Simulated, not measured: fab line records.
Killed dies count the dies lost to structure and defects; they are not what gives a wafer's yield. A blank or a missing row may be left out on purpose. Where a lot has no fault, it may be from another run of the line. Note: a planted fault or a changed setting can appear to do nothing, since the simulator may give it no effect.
fab line records | flow n5-finfet
[record] lots = 7 wafers = 39
route steps=1938 shown BEOL_M9@1446 BEOL_M14@1763 MIM_BOT_ETCH@1866
start-h: start of the lot's first displayed wafer, in hours after the record's first day | wait-h: time in hours since the lot's previous step | " same as the row above | L1.1+2: several wafers, shown together as one row | - either no value or no given start | * or withheld: withheld | < > ~ a bound
route shown NAME@n: a module of which the file shows steps, and the number in the route of the first | usual: average and standard deviation across the fault-free wafers | same: alike in all rows | chamber/n: place in a boat | sites: readings site by site | _std_site: standard deviation across them | _edge_site: mean of outer sites minus mean of inner sites | radius-mm: how far each site lies from the wafer's centre | mask NAME#n: copy n | behind: the tool/chamber that last shaped the wafer | hold: cause of the lot's hold/its duration in hours/its outcome | device: the n, p or np transistor that did not switch | end of line: at the end of the route, the tests of the same wafers | a step with no rows: only its recipe | killed: count of dies lost to structure and defects at first sort (not the wafer's yield) | map: a wafer's dies, marking killed ones x, the rest . and places with no die _
set.NAME: the setting the step ran with; set.NAME@STEP: the setting that earlier step ran with | model.NAME: the simulator's own value behind a step, which no gauge read
lots with deliberately changed settings; one table per step, one row per wafer
[[steps]]
[step N5_BEOL_M9_TRENCH_ETCH_37]
[recipe] chemistry = C4F6/O2 target-depth-a = 1514.3 target = SiCOH_lowk time-s = 49 ion-energy-ev = 250 pressure-mtorr = 30 source-w = 345 bias-w = 185 Ar_flow_sccm = 300 C4F6_flow_sccm = 10 O2_flow_sccm = 10
// columns lot.wafer tool chamber start-h wait-h set.time-s model.etch.depth-nm model.BEOL_M9.feature-depth-nm model.TiN_of_BEOL_M9_HM_DEP_02.thk-nm
L074.1 rie-diel-04 1 - - 49 150.7 150.8 16.2
L074.2 " 3 " " 49 150.8 150.8 16.2
L074.3 " 2 " " 59.77 189.6 189.6 15.2
L074.4 " 2 " " 59.77 188.2 188.2 15.6
L074.5 " 3 " " 59.77 184.9 184.8 15.4
L074.6 " 1 " " 49 150 150 16.2
L075.1 rie-diel-04 3 - - 33.55 102.5 102.6 17.4
L075.2 " 2 " " 33.55 106.1 106.2 17.4
L075.3 " 1 " " 49 151.4 151.4 15.8
L075.4 " 3 " " 33.55 102.7 102.8 17.2
L075.5 " 2 " " 49 156 156 15.6
L075.6 " 1 " " 49 150.1 150.2 16
L082.1 rie-diel-04 1 - - 49 151 151 15.8
L082.2 " 0 " " 49 152.2 152.2 16.2
L082.3 " 2 " " 49 155.3 155.2 15.8
L082.4 " 3 " " 49 149.5 149.6 15.8
L082.5 " 3 " " 49 150.6 150.6 15.8
L082.6 " 2 " " 49 155.5 155.4 15.6
L080.1 rie-diel-01 0 - - 70.55 217.9 217.8 14
L080.2 " 3 " " 49 148 148 15.6
L080.3 " 1 " " 49 150.5 150.6 15.4
L080.4 " 3 " " 49 146.8 146.8 15.6
L080.5 " 1 " " 70.55 218 218 13.4
L080.6 " 0 " " 70.55 219.9 220 13.8
L083.1 rie-diel-01 3 - - 49 147 147 16.2
L083.2 " 0 " " 49 150.4 150.4 16.4
L083.3 " 0 " " 61.92 189.4 189.4 15.4
L083.4 " 3 " " 49 146.7 146.6 16.4
L083.5 " 3 " " 61.92 185.4 185.4 15.2
L083.6 " 0 " " 61.92 188.8 188.8 15
L088.1 rie-diel-01 3 - - 49 146.6 146.6 15.8
L088.2 " 0 " " 22.68 69.26 69.2 18
L088.3 " 2 " " 49 150.3 150.4 15.8
L088.4 " 1 " " 22.68 69.21 69.2 18
L088.5 " 0 " " 22.68 69.43 69.4 18.2
L088.6 " 3 " " 49 146.3 146.2 16.2
L092.1 rie-diel-04 2 - - 49 153.4 153.4 15.8
L092.3 " 0 " " 49 151.7 151.8 16
L092.5 " 0 " " 49 151.5 151.6 15.8
[step N5_BEOL_M9_ETCH_41]
[recipe] chemistry = CH3F/O2 target = SiCN target-depth-a = 366 taper-deg = 2 time-s = 70.1 ion-energy-ev = 120 mask-material = TiN pressure-mtorr = 30 source-w = 395 bias-w = 75 Ar_flow_sccm = 150 CH3F_flow_sccm = 30 O2_flow_sccm = 20
[step N5_BEOL_M9_STRIP_80]
[recipe] chemistry = N2/H2 time-s = 10 power-w = 450 temp-c = 40 pressure-mtorr = 20 rf-frequency-hz = 6e+07 bias-power-w = 7 n2-flow-sccm = 200 h2-flow-sccm = 200
[step N5_BEOL_M9_OCD_MEAS_38]
[usual] trench-depth-nm = 150.0/2.8
// columns lot.wafer tool chamber start-h wait-h set.time-s@BEOL_M9_TRENCH_ETCH_37 trench-depth-nm
L074.1 ocd-02 - 219.34 - 49 150.7
L074.2 " - " " 49 150.4
L074.3 " - " " 59.77 189.7
L074.4 " - " " 59.77 188.2
L074.5 " - " " 59.77 185.0
L074.6 " - " " 49 150.4
L075.1 ocd-02 - 225.04 - 33.55 102.8
L075.2 " - " " 33.55 106.5
L075.3 " - " " 49 151.7
L075.4 " - " " 33.55 102.5
L075.5 " - " " 49 155.6
L075.6 " - " " 49 150.3
L082.1 ocd-02 - 269.10 - 49 150.6
L082.2 " - " " 49 152.2
L082.3 " - " " 49 155.0
L082.4 " - " " 49 149.4
L082.5 " - " " 49 150.3
L082.6 " - " " 49 155.6
L080.1 ocd-02 - 271.09 - 70.55 218.0
L080.2 " - " " 49 148.1
L080.3 " - " " 49 150.7
L080.4 " - " " 49 147.4
L080.5 " - " " 70.55 217.8
L080.6 " - " " 70.55 219.8
L083.1 ocd-02 - 284.33 - 49 147.1
L083.2 " - " " 49 150.3
L083.3 " - " " 61.92 189.9
L083.4 " - " " 49 147.1
L083.5 " - " " 61.92 185.6
L083.6 " - " " 61.92 188.8
L088.1 ocd-02 - 301.96 - 49 146.4
L088.2 " - " " 22.68 69.0
L088.3 " - " " 49 150.8
L088.4 " - " " 22.68 68.9
L088.5 " - " " 22.68 69.5
L088.6 " - " " 49 146.0
L092.1 ocd-01 - 331.61 - 49 153.6
L092.3 " - " " 49 152.1
L092.5 " - " " 49 151.9
[step N5_BEOL_M9_HM_STRIP_39]
[recipe] chemistry = peroxide-tin-strip material = TiN target-depth-a = 250 temp-c = 50 time-s = 158
[step N5_BEOL_M9_SRD_40]
[recipe] time-s = 30 temp-c = 23 rinse-liquid = diw dry = ipa-marangoni
[step N5_BEOL_M9_ECD_50]
[recipe] material = Cu target-thk-a = 3180
[step N5_BEOL_M9_ANNEAL_51]
[recipe] temp-c = 225 time-s = 90 ambient = N2
[step N5_BEOL_M9_CMP_52]
[recipe] stop-on = SiCOH_lowk t-overpolish-s = 7 down-force-psi = 1 platen-rpm = 50 clearing-platen-down-force-psi = 1.5 clearing-platen-rpm = 50 post-cmp-clean = cu-alkaline target-thk-nm = 140 clearing-platen-pad-velocity-m-s = 0.99484 pad-velocity-m-s = 0.99484
// columns lot.wafer tool chamber start-h wait-h set.time-s@BEOL_M9_TRENCH_ETCH_37 model.Cu_of_BEOL_M9_ECD_50.thk-nm
L074.3 cmp-01 1 221.22 0.2 59.77 178.4
L074.4 " 2 " " 59.77 176
L074.2 " 3 " " 49 139.2
L074.1 " 0 " " 49 136.8
L074.5 " 1 " " 59.77 173
L074.6 " 2 " " 49 137.4
L075.4 cmp-02 0 227.33 0.1 33.55 91.4
L075.1 " 1 " " 33.55 91.2
L075.2 " 2 " " 33.55 95
L075.3 " 3 " " 49 139
L075.5 " 0 " " 49 145.6
L075.6 " 1 " " 49 138
L082.2 cmp-04 3 271.23 0.2 49 141.2
L082.4 " 0 " " 49 136.4
L082.1 " 1 " " 49 141.6
L082.3+6 " 2,3 " " 49 145.2
L082.5 " 0 " " 49 139.8
L080.2 cmp-01 2 274.38 0.2 49 136.6
L080.4 " 3 " " 49 135.6
L080.3 " 0 " " 49 138.4
L080.1 " 1 " " 70.55 207.2
L080.6 " 2 " " 70.55 209.2
L080.5 " 3 " " 70.55 206.4
L083.1 cmp-02 3 287.85 0.3 49 135.6
L083.2 " 0 " " 49 139.4
L083.3 " 1 " " 61.92 177.8
L083.4 " 2 " " 49 135.8
L083.6 " 3 " " 61.92 177.2
L083.5 " 0 " " 61.92 174.2
L088.1 cmp-04 2 305.68 0.3 49 136.2
L088.2 " 3 " " 22.68 57.2
L088.3 " 0 " " 49 135.8
L088.4 " 1 " " 22.68 58.2
L088.5 " 2 " " 22.68 59.2
L088.6 " 3 " " 49 133.6
L092.3 cmp-02 1 334.21 0.4 49 139.8
L092.1 " 2 " " 49 143.6
L092.5 " 3 " " 49 140
[step N5_BEOL_M9_THK_MEAS_53]
[recipe] thk-meas-gauge = xrf reads = Cu_of_BEOL_M9_ECD_50
[usual] M9_THK = 141/3
// columns lot.wafer tool chamber start-h wait-h set.time-s@BEOL_M9_TRENCH_ETCH_37 M9_THK[nm]
L074.1 film-metro-02 - 221.52 - 49 139
L074.2 " - " " 49 142
L074.3 " - " " 59.77 181
L074.4 " - " " 59.77 179
L074.5 " - " " 59.77 176
L074.6 " - " " 49 140
L075.1 film-metro-01 - 227.63 - 33.55 91
L075.2 " - " " 33.55 95
L075.3 " - " " 49 139
L075.4 " - " " 33.55 92
L075.5 " - " " 49 146
L075.6 " - " " 49 139
L082.1 film-metro-02 - 271.52 - 49 143
L082.2 " - " " 49 143
L082.3 " - " " 49 147
L082.4 " - " " 49 139
L082.5 " - " " 49 141
L082.6 " - " " 49 147
L080.1 film-metro-01 - 274.67 - 70.55 211
L080.2 " - " " 49 139
L080.3 " - " " 49 140
L080.4 " - " " 49 137
L080.5 " - " " 70.55 209
L080.6 " - " " 70.55 212
L083.1 film-metro-02 - 288.14 - 49 139
L083.2 " - " " 49 142
L083.3 " - " " 61.92 182
L083.4 " - " " 49 139
L083.5 " - " " 61.92 178
L083.6 " - " " 61.92 181
L088.1 film-metro-02 - 305.98 - 49 138
L088.2 " - " " 22.68 58
L088.3 " - " " 49 137
L088.4 " - " " 22.68 59
L088.5 " - " " 22.68 60
L088.6 " - " " 49 135
L092.1 film-metro-02 - 334.43 - 49 148
L092.3 " - " " 49 143
L092.5 " - " " 49 143
[step N5_BEOL_M9_PRE_CLEAN_55]
[recipe] gas = NH3 time-s = 15 temp-c = withheld rf-power-w = 300
[step N5_BEOL_M9_DEP_56]
[recipe] material = SiCN target-thk-a = 150 temp-c = withheld precursor = 3MS/NH3 pressure-torr = 3 rf-w = 202 time-s = 26.5
[step N5_BEOL_M9_RS_MEAS_57]
[recipe] thk-meas-gauge = four-point-probe reads = Cu_of_BEOL_M9_ECD_50+Co_of_BEOL_M9_CVD_78+TaN_of_BEOL_M9_ALD_74
[usual] M9_RS = 0.153/0.0035
// columns lot.wafer tool chamber start-h wait-h set.time-s@BEOL_M9_TRENCH_ETCH_37 M9_RS[ohm/sq]
L074.1 film-metro-01 - 221.65 0.1 49 0.155
L074.2 " - " " 49 0.151
L074.3 " - " " 59.77 0.116
L074.4 " - " " 59.77 0.117
L074.5 " - " " 59.77 0.120
L074.6 " - " " 49 0.154
L075.1 film-metro-02 - 227.79 0.1 33.55 0.245
L075.2 " - " " 33.55 0.233
L075.3 " - " " 49 0.152
L075.4 " - " " 33.55 0.244
L075.5 " - " " 49 0.145
L075.6 " - " " 49 0.154
L082.1 film-metro-01 - 271.66 0.1 49 0.149
L082.2 " - " " 49 0.150
L082.3 " - " " 49 0.145
L082.4 " - " " 49 0.155
L082.5 " - " " 49 0.152
L082.6 " - " " 49 0.145
L080.1 film-metro-02 - 274.84 0.1 70.55 0.099
L080.2 " - " " 49 0.155
L080.3 " - " " 49 0.153
L080.4 " - " " 49 0.156
L080.5 " - " " 70.55 0.099
L080.6 " - " " 70.55 0.097
L083.1 film-metro-02 - 288.28 0.1 49 0.156
L083.2 " - " " 49 0.152
L083.3 " - " " 61.92 0.116
L083.4 " - " " 49 0.156
L083.5 " - " " 61.92 0.119
L083.6 " - " " 61.92 0.117
L088.1 film-metro-01 - 306.11 0.1 49 0.155
L088.2 " - " " 22.68 0.426
L088.3 " - " " 49 0.156
L088.4 " - " " 22.68 0.418
L088.5 " - " " 22.68 0.409
L088.6 " - " " 49 0.159
L092.1 film-metro-01 - 334.56 0.1 49 0.147
L092.3 " - " " 49 0.151
L092.5 " - " " 49 0.151
[step N5_BEOL_M14_SPUTTER_44]
[recipe] material = Ta target-thk-a = 150 temp-c = 50 bias-v = 80 power-w = 15000 chamber-pressure-pa = 0.07 time-s = 24.19
// columns lot.wafer tool chamber start-h wait-h set.target-thk-a model.Ta_of_BEOL_M14_SPUTTER_44.thk-nm
L074.1+5 pvd-sputter-02 - 253.31 0.0 150 15
L074.2 " - " " 150 15.4
L074.3+4 " - " " 113.4 11.6
L074.6 " - " " 113.4 12
L075.1+2+3+5+6 pvd-sputter-01 - 258.80 0.0 150 14.8
L075.4 " - " " 150 14.4
L082.1+6 pvd-sputter-02 - 300.51 0.0 150 15.2
L082.2 " - " " 90.74 9.2
L082.3 " - " " 90.74 8.8
L082.4 " - " " 150 15
L082.5 " - " " 90.74 9
L080.1+6 pvd-sputter-01 - 306.60 0.0 201.3 20
L080.2 " - " " 150 14.6
L080.3 " - " " 201.3 19.8
L080.4+5 " - " " 150 14.8
L083.1 pvd-sputter-01 - 325.09 0.0 150 14.6
L083.2 " - " " 79.08 8
L083.3+4 " - " " 150 14.8
L083.5 " - " " 79.08 7.6
L083.6 " - " " 79.08 7.8
L088.1 pvd-sputter-02 - 335.90 0.0 150 15.2
L088.2+4 " - " " 150 14.8
L088.3 " - " " 77.62 7.8
L088.5+6 " - " " 77.62 8
L092.1+3+5 pvd-sputter-01 - 366.24 0.0 150 14.8
[step N5_BEOL_M14_SPUTTER_45]
[recipe] material = Cu target-thk-a = 1000 temp-c = -20 bias-v = 60 power-w = 26000 chamber-pressure-pa = 0.13 time-s = 16.67
[step N5_BEOL_M14_ECD_47]
[recipe] material = Cu target-thk-a = 12480
[step N5_BEOL_M14_ANNEAL_48]
[recipe] temp-c = 225 time-s = 90 ambient = N2
[step N5_BEOL_M14_CMP_49]
[recipe] stop-on = SiO2 t-overpolish-s = 5.2 down-force-psi = 2 platen-rpm = 80 clearing-platen-down-force-psi = 2 clearing-platen-rpm = 80 post-cmp-clean = cu-alkaline target-thk-nm = 560 clearing-platen-pad-velocity-m-s = 1.5917 pad-velocity-m-s = 1.5917
[usual] barrier-field-endpoint-s = 11.43/0.3
// columns lot.wafer tool chamber start-h wait-h set.target-thk-a@BEOL_M14_SPUTTER_44 barrier-field-endpoint-s
L074.1 cmp-02 0 254.06 0.3 150 11.50
L074.4 " 1 " " 113.4 10.23
L074.2 " 2 " " 150 11.92
L074.3 " 3 " " 113.4 10.29
L074.5 " 0 " " 150 11.54
L074.6 " 1 " " 113.4 10.26
L075.4 cmp-03 3 259.49 0.1 150 10.73
L075.3 " 0 " " 150 10.94
L075.1 " 1 " " 150 11.31
L075.2 " 2 " " 150 11.30
L075.6 " 3 " " 150 11.10
L075.5 " 0 " " 150 10.82
L082.4 cmp-01 0 301.56 0.1 150 11.40
L082.2 " 1 " " 90.74 9.27
L082.1 " 2 " " 150 11.52
L082.3 " 3 " " 90.74 9.01
L082.6 " 0 " " 150 11.05
L082.5 " 1 " " 90.74 9.12
L080.4 cmp-02 1 307.28 0.1 150 11.36
L080.1 " 2 " " 201.3 13.95
L080.3 " 3 " " 201.3 12.66
L080.2 " 0 " " 150 11.41
L080.6 " 1 " " 201.3 13.31
L080.5 " 2 " " 150 11.32
L083.4 cmp-02 3 325.77 0.1 150 11.42
L083.1 " 0 " " 150 11.71
L083.2 " 1 " " 79.08 8.78
L083.3 " 2 " " 150 11.80
L083.5 " 3 " " 79.08 8.35
L083.6 " 0 " " 79.08 8.84
L088.1 cmp-02 1 336.60 0.3 150 11.43
L088.3 " 2 " " 77.62 8.87
L088.2 " 3 " " 150 11.39
L088.4 " 0 " " 150 11.52
L088.5 " 1 " " 77.62 8.85
L088.6 " 2 " " 77.62 9.10
L092.3 cmp-03 3 367.58 0.3 150 11.08
L092.1 " 0 " " 150 11.20
L092.5 " 1 " " 150 11.25
[step N5_MIM_BOT_ETCH_ETCH_04]
[recipe] chemistry = CF4/O2 target = SiNx target-depth-a = 260 time-s = 13 ion-energy-ev = 100 pressure-mtorr = 40 source-w = 535 bias-w = 49 Ar_flow_sccm = 100 cf4-flow-sccm = 100 O2_flow_sccm = 10
// columns lot.wafer tool chamber start-h wait-h set.time-s model.etch.depth-nm model.MIM_BOT_ETCH.cd-offset-nm
L074.1 rie-diel-02 0 267.86 0.0 13 24.7 0
L074.2 " 2 " " 13 26.29 0
L074.3 " 1 " " 13 24.54 0
L074.4 " 3 " " 13 25.19 0
L074.5 " 2 " " 13 26.13 0
L074.6 " 3 " " 13 25.06 0
L075.1 rie-diel-06 0 270.48 0.0 13 25.7 -0.2
L075.2 " 3 " " 8.674 17.32 0.4
L075.3 " 1 " " 8.674 17.06 0.6
L075.4 " 2 " " 13 24.53 0
L075.5 " 0 " " 13 25.68 0
L075.6 " 3 " " 8.674 17.37 0.4
L082.1 rie-diel-06 3 315.40 0.0 8.661 17.37 0.4
L082.2 " 0 " " 8.661 17.17 0.4
L082.3 " 1 " " 8.661 17.06 0.6
L082.4 " 2 " " 13 24.24 0
L082.5 " 3 " " 13 25.96 0
L082.6 " 2 " " 13 24.49 -0.2
L080.1 rie-diel-02 0 320.37 0.0 13 25.04 0
L080.2 " 1 " " 13 24.79 0
L080.3 " 3 " " 18.3 35.46 -0.4
L080.4 " 2 " " 13 26.56 0
L080.5 " 3 " " 18.3 35.32 -0.4
L080.6 " 2 " " 18.3 37.23 -0.6
L083.1 rie-diel-03 2 340.58 0.0 13 26.23 0
L083.2 " 3 " " 13 26.31 0
L083.3 " 1 " " 20.27 38.89 -0.8
L083.4 " 0 " " 20.27 41.08 -0.8
L083.5 " 0 " " 13 26.35 -0.2
L083.6 " 1 " " 20.27 38.98 -0.8
L088.1 rie-diel-03 2 352.55 0.0 13 25.96 0
L088.2 " 3 " " 13 26 0.2
L088.3 " 0 " " 13 25.68 0
L088.4 " 1 " " 13 24.59 -0.2
L088.5 " 3 " " 13 26.2 0.2
L088.6 " 2 " " 13 25.88 0
L092.1 rie-diel-06 1 379.67 0.0 13 25.32 0.2
L092.3 " 0 " " 13 25.92 0
L092.5 " 1 " " 13 25.45 0.2
[[key]]
[split] step = N5_BEOL_M9_TRENCH_ETCH_37 setting = time-s stated = 49 by = wafer
[response] step = N5_BEOL_M9_TRENCH_ETCH_37 reading = model.etch.depth-nm change = +1.53 per = 1% r = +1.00
[response] step = N5_BEOL_M9_TRENCH_ETCH_37 reading = model.BEOL_M9.feature-depth-nm change = +1.53 per = 1% r = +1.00
[response] step = N5_BEOL_M9_TRENCH_ETCH_37 reading = model.TiN_of_BEOL_M9_HM_DEP_02.thk-nm change = -0.0414 per = 1% r = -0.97
[response] step = N5_BEOL_M9_OCD_MEAS_38 reading = trench-depth-nm change = +1.53 per = 1% r = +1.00
[response] step = N5_BEOL_M9_CMP_52 reading = model.Cu_of_BEOL_M9_ECD_50.thk-nm change = +1.52 per = 1% r = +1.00
[response] step = N5_BEOL_M9_THK_MEAS_53 reading = M9_THK change = +1.55 per = 1% r = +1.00
[response] step = N5_BEOL_M9_RS_MEAS_57 reading = M9_RS change = -0.00302 per = 1% r = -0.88
[split] step = N5_BEOL_M14_SPUTTER_44 setting = target-thk-a stated = 150 by = wafer
[response] step = N5_BEOL_M14_SPUTTER_44 reading = model.Ta_of_BEOL_M14_SPUTTER_44.thk-nm change = +0.148 per = 1% r = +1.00
[response] step = N5_BEOL_M14_CMP_49 reading = barrier-field-endpoint-s change = +0.0569 per = 1% r = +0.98
[split] step = N5_MIM_BOT_ETCH_ETCH_04 setting = time-s stated = 13 by = wafer
[response] step = N5_MIM_BOT_ETCH_ETCH_04 reading = model.etch.depth-nm change = +0.243 per = 1% r = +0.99
[response] step = N5_MIM_BOT_ETCH_ETCH_04 reading = model.MIM_BOT_ETCH.cd-offset-nm change = -0.0136 per = 1% r = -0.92
